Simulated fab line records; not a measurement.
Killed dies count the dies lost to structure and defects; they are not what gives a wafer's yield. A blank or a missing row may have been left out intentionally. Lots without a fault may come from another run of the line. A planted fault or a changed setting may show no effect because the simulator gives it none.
Which tool is to blame? + flow nand_harc + 24 lots, 72 wafers sampled, at 5 steps of a route of 1302

WHAT THE GAUGES SHOWED, per wafer
NHARC_P_M0_THK_MEAS_24: measures by xrf. Usual: thk_nm 117.7 nm, standard deviation 1.6.
| lot  | measured     | on            | thk_nm (nm)       | flag |
|------|--------------|---------------|-------------------|------|
| L074 | day 6 07:56  | film_metro-02 | 119.0 121.2 120.0 |      |
| L075 | day 6 11:41  | film_metro-01 | 118.3 121.6 118.8 |      |
| L076 | day 7 04:41  | film_metro-02 | 118.7 117.4 116.7 |      |
| L077 | day 7 06:13  | film_metro-01 | 118.4 114.5 117.4 |      |
| L078 | day 7 16:00  | film_metro-02 | 115.4 115.2 119.3 |      |
| L079 | day 8 08:11  | film_metro-02 | 118.9 114.5 115.9 |      |
| L080 | day 8 15:29  | film_metro-02 | 119.6 116.5 118.6 |      |
| L081 | day 8 22:05  | film_metro-02 | 115.7 117.0 118.0 |      |
| L082 | day 9 09:25  | film_metro-01 | 118.7 116.0 117.5 |      |
| L083 | day 9 16:11  | film_metro-01 | 113.4 119.0 120.4 |      |
| L084 | day 10 04:16 | film_metro-02 | 117.6 117.3 118.0 |      |
| L085 | day 10 20:57 | film_metro-01 | 117.2 118.0 118.5 |      |
| L086 | day 11 02:22 | film_metro-02 | 120.7 120.6 121.5 |      |
| L087 | day 12 05:40 | film_metro-01 | 117.6 117.9 118.7 |      |
| L089 | day 12 06:20 | film_metro-02 | 115.6 120.2 115.3 |      |
| L088 | day 12 07:13 | film_metro-01 | 116.0 116.9 117.9 |      |
| L090 | day 12 16:32 | film_metro-02 | 118.3 117.3 117.5 |      |
| L091 | day 13 04:22 | film_metro-02 | 118.7 116.5 117.6 |      |
| L092 | day 13 16:22 | film_metro-02 | 115.7 114.9 116.0 |      |
| L093 | day 14 00:40 | film_metro-01 | 116.9 116.7 116.7 |      |
| L094 | day 15 03:34 | film_metro-02 | 119.4 116.9 118.4 |      |
| L095 | day 15 08:43 | film_metro-02 | 116.1 119.8 117.8 |      |
| L096 | day 15 10:21 | film_metro-01 | 118.3 118.9 118.6 |      |
| L097 | day 16 05:02 | film_metro-01 | 119.1 119.1 116.3 |      |

TOOL THAT RAN EACH LOT (tool first, then ch and the chambers of the sampled wafers, then the start)
| lot  | NHARC_P_GATE_ETCH_114                         | NHARC_P_GATE_DESCUM_93             | NHARC_P_GATE_RTA_64              | NHARC_P_GATE_DEGAS_109       |
|------|-----------------------------------------------|------------------------------------|----------------------------------|------------------------------|
| L074 | rie_diel-10 ch 1,3, day 5 20:40 or earlier    | rie_diel-08 ch 0,2, day 5 20:40    | rtp_anneal-01 ch 0, day 5 22:23  | pvd_sputter-02, day 5 22:40  |
| L075 | rie_diel-01 ch 0,2,3, day 5 23:26 or earlier  | rie_diel-01 ch 1,2, day 5 23:26    | rtp_anneal-02 ch 0, day 6 01:06  | pvd_sputter-01, day 6 01:22  |
| L076 | rie_diel-08 ch 0,2, day 6 17:33 or earlier    | rie_diel-08 ch 0,2, day 6 17:33    | rtp_anneal-01 ch 0, day 6 19:11  | pvd_sputter-03, day 6 19:31  |
| L077 | rie_diel-10 ch 0,2,3, day 6 18:26 or earlier  | rie_diel-10 ch 0,1,3, day 6 18:26  | rtp_anneal-01 ch 0, day 6 20:05  | pvd_sputter-01, day 6 20:22  |
| L078 | rie_diel-08 ch 1,2, day 7 04:49 or earlier    | rie_diel-10 ch 0,1,2, day 7 04:49  | rtp_anneal-02 ch 0, day 7 06:28  | pvd_sputter-03, day 7 06:44  |
| L079 | rie_diel-01 ch 2,3, day 7 20:47 or earlier    | rie_diel-08 ch 1,2, day 7 20:47    | rtp_anneal-01 ch 0, day 7 22:34  | pvd_sputter-02, day 7 22:53  |
| L080 | rie_diel-08 ch 0,3, day 8 04:07 or earlier    | rie_diel-08 ch 1,2,3, day 8 04:07  | rtp_anneal-01 ch 0, day 8 05:46  | pvd_sputter-02, day 8 06:07  |
| L081 | rie_diel-01 ch 0,2,3, day 8 10:16 or earlier  | rie_diel-10 ch 0,1, day 8 10:16    | rtp_anneal-02 ch 0, day 8 12:01  | pvd_sputter-03, day 8 12:17  |
| L082 | rie_diel-08 ch 2,3, day 8 22:04 or earlier    | rie_diel-10 ch 0,1,2, day 8 22:04  | rtp_anneal-02 ch 0, day 8 23:49  | pvd_sputter-03, day 9 00:07  |
| L083 | rie_diel-08 ch 1,2, day 9 05:08 or earlier    | rie_diel-01 ch 1,2, day 9 05:08    | rtp_anneal-02 ch 0, day 9 06:49  | pvd_sputter-02, day 9 07:08  |
| L084 | rie_diel-10 ch 1,2, day 9 17:04 or earlier    | rie_diel-10 ch 0,1, day 9 17:04    | rtp_anneal-02 ch 0, day 9 18:49  | pvd_sputter-01, day 9 19:04  |
| L085 | rie_diel-10 ch 0,1,2, day 10 09:41 or earlier | rie_diel-10 ch 0,1,2, day 10 09:41 | rtp_anneal-02 ch 0, day 10 11:22 | pvd_sputter-02, day 10 11:40 |
| L086 | rie_diel-10 ch 0,1,2, day 10 14:29 or earlier | rie_diel-08 ch 0,1,2, day 10 14:29 | rtp_anneal-01 ch 0, day 10 16:08 | pvd_sputter-03, day 10 16:26 |
| L087 | rie_diel-01 ch 2,3, day 11 18:26 or earlier   | rie_diel-01 ch 2,3, day 11 18:26   | rtp_anneal-01 ch 0, day 11 20:07 | pvd_sputter-03, day 11 20:25 |
| L089 | rie_diel-08 ch 0,2, day 11 18:58 or earlier   | rie_diel-08 ch 1,3, day 11 18:58   | rtp_anneal-02 ch 0, day 11 20:38 | pvd_sputter-03, day 11 20:58 |
| L088 | rie_diel-08 ch 1,2,3, day 11 19:38 or earlier | rie_diel-01 ch 0,1,2, day 11 19:38 | rtp_anneal-02 ch 0, day 11 21:21 | pvd_sputter-01, day 11 21:41 |
| L090 | rie_diel-10 ch 0,3, day 12 05:10 or earlier   | rie_diel-10 ch 2,3, day 12 05:10   | rtp_anneal-02 ch 0, day 12 06:52 | pvd_sputter-03, day 12 07:08 |
| L091 | rie_diel-01 ch 0,1, day 12 17:06 or earlier   | rie_diel-01 ch 0,1,2, day 12 17:06 | rtp_anneal-02 ch 0, day 12 18:45 | pvd_sputter-02, day 12 19:02 |
| L092 | rie_diel-10 ch 0,3, day 13 05:11 or earlier   | rie_diel-10 ch 1,2,3, day 13 05:11 | rtp_anneal-02 ch 0, day 13 06:48 | pvd_sputter-03, day 13 07:07 |
| L093 | rie_diel-08 ch 0,1,2, day 13 13:28 or earlier | rie_diel-08 ch 0,2, day 13 13:28   | rtp_anneal-01 ch 0, day 13 15:07 | pvd_sputter-03, day 13 15:25 |
| L094 | rie_diel-01 ch 0,1,3, day 14 16:18 or earlier | rie_diel-10 ch 0,1,2, day 14 16:18 | rtp_anneal-02 ch 0, day 14 17:59 | pvd_sputter-03, day 14 18:17 |
| L095 | rie_diel-08 ch 0,1,2, day 14 21:25 or earlier | rie_diel-10 ch 0,1,2, day 14 21:25 | rtp_anneal-01 ch 0, day 14 23:05 | pvd_sputter-01, day 14 23:23 |
| L096 | rie_diel-08 ch 1,2,3, day 14 22:59 or earlier | rie_diel-01 ch 0,2, day 14 22:59   | rtp_anneal-02 ch 0, day 15 00:40 | pvd_sputter-02, day 15 00:55 |
| L097 | rie_diel-01 ch 0,1, day 15 17:52 or earlier   | rie_diel-08 ch 0,1, day 15 17:52   | rtp_anneal-02 ch 0, day 15 19:33 | pvd_sputter-01, day 15 19:52 |
- NHARC_P_GATE_ETCH_114: etches the open film in CF4/O2, target depth 30 nm, overetch 3 nm, time 16.5 s.
- NHARC_P_GATE_DESCUM_93: chemistry O2, time 3 s.
- NHARC_P_GATE_RTA_64: time 1 s.
- NHARC_P_GATE_DEGAS_109: time 60 s.

AS READ BY THE TOOLS THEMSELVES (means over the sampled wafers that have a number; for cases with no such wafer, the mark the record gives instead)
NHARC_P_GATE_ETCH_114. Usual: drypump_motor_current_A 5.8 A, standard deviation 0.44; oes_product_au 1.000 a.u., standard deviation 0.0084; rf_vpp_V 197.9 V, standard deviation 1.4; showerhead_plenum_p_Torr 1.34 Torr, standard deviation 0.056; throttle_valve_pct 13.398 %, standard deviation 0.0086.
| lot  | tool        | drypump_motor_current_A (A) | oes_product_au (a.u.) | rf_vpp_V (V) | showerhead_plenum_p_Torr (Torr) | throttle_valve_pct (%) | flag |
|------|-------------|-----------------------------|-----------------------|--------------|---------------------------------|------------------------|------|
| L074 | rie_diel-10 | 5.4                         | 0.985                 | 198.6        | 1.39                            | 13.397                 |      |
| L075 | rie_diel-01 | 6.2                         | 1.004                 | 198.3        | 1.36                            | 13.396                 |      |
| L076 | rie_diel-08 | 5.7                         | 1.005                 | 198.2        | 1.34                            | 13.395                 |      |
| L077 | rie_diel-10 | 5.3                         | 0.987                 | 198.9        | 1.38                            | 13.397                 |      |
| L078 | rie_diel-08 | 6.2                         | 1.005                 | 196.6        | 1.28                            | 13.392                 |      |
| L079 | rie_diel-01 | 6.3                         | 1.002                 | 198.8        | 1.39                            | 13.391                 |      |
| L080 | rie_diel-08 | 6.2                         | 0.995                 | 198.5        | 1.36                            | 13.397                 |      |
| L081 | rie_diel-01 | 6.2                         | 1.005                 | 198.9        | 1.36                            | 13.399                 |      |
| L082 | rie_diel-08 | 6.0                         | 0.995                 | 197.1        | 1.31                            | 13.404                 |      |
| L083 | rie_diel-08 | 6.2                         | 1.003                 | 197.6        | 1.28                            | 13.397                 |      |
| L084 | rie_diel-10 | 5.3                         | 0.988                 | 198.4        | 1.35                            | 13.396                 |      |
| L085 | rie_diel-10 | 5.3                         | 0.998                 | 198.4        | 1.34                            | 13.393                 |      |
| L086 | rie_diel-10 | 5.3                         | 0.997                 | 198.4        | 1.34                            | 13.396                 |      |
| L087 | rie_diel-01 | 6.1                         | 1.002                 | 198.4        | 1.38                            | 13.397                 |      |
| L089 | rie_diel-08 | 5.7                         | 0.998                 | 198.0        | 1.34                            | 13.396                 |      |
| L088 | rie_diel-08 | 6.2                         | 1.007                 | 197.6        | 1.31                            | 13.397                 |      |
| L090 | rie_diel-10 | 5.3                         | 0.993                 | 198.5        | 1.38                            | 13.394                 |      |
| L091 | rie_diel-01 | 5.7                         | 1.012                 | 196.6        | 1.27                            | 13.396                 |      |
| L092 | rie_diel-10 | 5.3                         | 0.998                 | 198.8        | 1.33                            | 13.391                 |      |
| L093 | rie_diel-08 | 6.0                         | 0.999                 | 197.5        | 1.31                            | 13.402                 |      |
| L094 | rie_diel-01 | 5.9                         | 1.017                 | 197.5        | 1.30                            | 13.400                 |      |
| L095 | rie_diel-08 | 6.0                         | 0.997                 | 197.1        | 1.31                            | 13.402                 |      |
| L096 | rie_diel-08 | 6.2                         | 1.001                 | 196.9        | 1.30                            | 13.402                 |      |
| L097 | rie_diel-01 | 5.7                         | 0.996                 | 196.1        | 1.27                            | 13.398                 |      |

NHARC_P_GATE_DESCUM_93. Usual: drypump_motor_current_A 5.8 A, standard deviation 0.45; oes_product_au 1.001 a.u., standard deviation 0.009; rf_vpp_V 57.9 V, standard deviation 0.88; showerhead_plenum_p_Torr 1.91 Torr, standard deviation 0.087; throttle_valve_pct 11.313 %, standard deviation 0.01.
| lot  | tool        | drypump_motor_current_A (A) | oes_product_au (a.u.) | rf_vpp_V (V) | showerhead_plenum_p_Torr (Torr) | throttle_valve_pct (%) | flag |
|------|-------------|-----------------------------|-----------------------|--------------|---------------------------------|------------------------|------|
| L074 | rie_diel-08 | 5.7                         | 1.012                 | 58.4         | 1.93                            | 11.317                 |      |
| L075 | rie_diel-01 | 6.1                         | 1.010                 | 58.1         | 1.95                            | 11.314                 |      |
| L076 | rie_diel-08 | 5.7                         | 1.004                 | 57.8         | 1.88                            | 11.314                 |      |
| L077 | rie_diel-10 | 5.3                         | 0.989                 | 57.9         | 1.93                            | 11.314                 |      |
| L078 | rie_diel-10 | 5.3                         | 1.003                 | 58.5         | 1.92                            | 11.307                 |      |
| L079 | rie_diel-08 | 6.2                         | 0.996                 | 57.4         | 1.83                            | 11.318                 |      |
| L080 | rie_diel-08 | 6.2                         | 0.990                 | 57.9         | 1.87                            | 11.323                 |      |
| L081 | rie_diel-10 | 5.3                         | 0.988                 | 57.1         | 1.87                            | 11.302                 |      |
| L082 | rie_diel-10 | 5.3                         | 1.003                 | 58.4         | 1.92                            | 11.308                 |      |
| L083 | rie_diel-01 | 6.1                         | 1.002                 | 58.6         | 1.95                            | 11.313                 |      |
| L084 | rie_diel-10 | 5.3                         | 1.006                 | 57.5         | 1.87                            | 11.313                 |      |
| L085 | rie_diel-10 | 5.3                         | 1.007                 | 57.9         | 1.92                            | 11.306                 |      |
| L086 | rie_diel-08 | 6.0                         | 1.006                 | 58.1         | 1.88                            | 11.321                 |      |
| L087 | rie_diel-01 | 6.1                         | 1.005                 | 58.7         | 1.97                            | 11.316                 |      |
| L089 | rie_diel-08 | 6.4                         | 0.999                 | 57.9         | 1.90                            | 11.315                 |      |
| L088 | rie_diel-01 | 6.0                         | 1.001                 | 57.6         | 1.89                            | 11.316                 |      |
| L090 | rie_diel-10 | 5.4                         | 0.999                 | 58.4         | 2.05                            | 11.300                 |      |
| L091 | rie_diel-01 | 6.0                         | 1.004                 | 58.1         | 1.89                            | 11.303                 |      |
| L092 | rie_diel-10 | 5.4                         | 0.988                 | 57.7         | 2.00                            | 11.318                 |      |
| L093 | rie_diel-08 | 5.8                         | 1.002                 | 57.8         | 1.88                            | 11.309                 |      |
| L094 | rie_diel-10 | 5.3                         | 1.001                 | 57.1         | 1.92                            | 11.313                 |      |
| L095 | rie_diel-10 | 5.3                         | 1.001                 | 57.9         | 1.92                            | 11.310                 |      |
| L096 | rie_diel-01 | 6.3                         | 0.994                 | 57.8         | 1.97                            | 11.313                 |      |
| L097 | rie_diel-08 | 5.9                         | 1.003                 | 58.3         | 1.92                            | 11.314                 |      |

NHARC_P_GATE_RTA_64. Usual: lamp_power_pct 34.5 %, standard deviation 0.79; wafer_temp_C_max 1053.5, standard deviation 0.77.
| lot  | tool          | lamp_power_pct (%) | wafer_temp_C_max | flag |
|------|---------------|--------------------|------------------|------|
| L074 | rtp_anneal-01 | 35.5               | 1054.8           |      |
| L075 | rtp_anneal-02 | 33.9               | 1053.2           |      |
| L076 | rtp_anneal-01 | 35.5               | 1053.5           |      |
| L077 | rtp_anneal-01 | 35.5               | 1054.8           |      |
| L078 | rtp_anneal-02 | 33.9               | 1053.4           |      |
| L079 | rtp_anneal-01 | 35.5               | 1053.9           |      |
| L080 | rtp_anneal-01 | 35.5               | 1053.6           |      |
| L081 | rtp_anneal-02 | 33.9               | 1053.2           |      |
| L082 | rtp_anneal-02 | 33.9               | 1053.5           |      |
| L083 | rtp_anneal-02 | 33.9               | 1053.4           |      |
| L084 | rtp_anneal-02 | 33.9               | 1053.6           |      |
| L085 | rtp_anneal-02 | 33.9               | 1053.0           |      |
| L086 | rtp_anneal-01 | 35.4               | 1053.8           |      |
| L087 | rtp_anneal-01 | 35.5               | 1053.7           |      |
| L089 | rtp_anneal-02 | 33.9               | 1053.2           |      |
| L088 | rtp_anneal-02 | 33.8               | 1053.0           |      |
| L090 | rtp_anneal-02 | 33.8               | 1053.1           |      |
| L091 | rtp_anneal-02 | 33.9               | 1052.7           |      |
| L092 | rtp_anneal-02 | 33.9               | 1053.2           |      |
| L093 | rtp_anneal-01 | 35.5               | 1054.0           |      |
| L094 | rtp_anneal-02 | 33.9               | 1054.1           |      |
| L095 | rtp_anneal-01 | 35.5               | 1053.6           |      |
| L096 | rtp_anneal-02 | 33.9               | 1053.1           |      |
| L097 | rtp_anneal-02 | 33.9               | 1053.3           |      |

NHARC_P_GATE_DEGAS_109. Usual: heater_power_w 462 W, standard deviation 34.
| lot  | tool           | heater_power_w (W) | flag |
|------|----------------|--------------------|------|
| L074 | pvd_sputter-02 | 464                |      |
| L075 | pvd_sputter-01 | 416                |      |
| L076 | pvd_sputter-03 | 471                |      |
| L077 | pvd_sputter-01 | 416                |      |
| L078 | pvd_sputter-03 | 478                |      |
| L079 | pvd_sputter-02 | 468                |      |
| L080 | pvd_sputter-02 | 466                |      |
| L081 | pvd_sputter-03 | 458                |      |
| L082 | pvd_sputter-03 | 474                |      |
| L083 | pvd_sputter-02 | 472                |      |
| L084 | pvd_sputter-01 | 452                |      |
| L085 | pvd_sputter-02 | 486                |      |
| L086 | pvd_sputter-03 | 472                |      |
| L087 | pvd_sputter-03 | 463                |      |
| L089 | pvd_sputter-03 | 477                |      |
| L088 | pvd_sputter-01 | 455                |      |
| L090 | pvd_sputter-03 | 471                |      |
| L091 | pvd_sputter-02 | 467                |      |
| L092 | pvd_sputter-03 | 468                |      |
| L093 | pvd_sputter-03 | 469                |      |
| L094 | pvd_sputter-03 | 474                |      |
| L095 | pvd_sputter-01 | 447                |      |
| L096 | pvd_sputter-02 | 457                |      |
| L097 | pvd_sputter-01 | 406                |      |

THE ANSWER, worked out from the rows above alone
Rule: lot off if the mean of its wafers having a number is beyond 3 standard deviations from the usual mean. Also off: a lot with no number at a reading for which 4 or more lots have one. The other lots that the step has rows for count as sound. Order of review: gauges by route order, followed by the tools' own readings, for which a lot's mean as printed above is used. At the first step where some lot is off, the reading lying furthest off is the one used; lots without a number count as furthest.
No lot is off on any of the readings shown, so nothing can be concluded from this.

WHAT WAS PUT IN BY THE SIMULATOR
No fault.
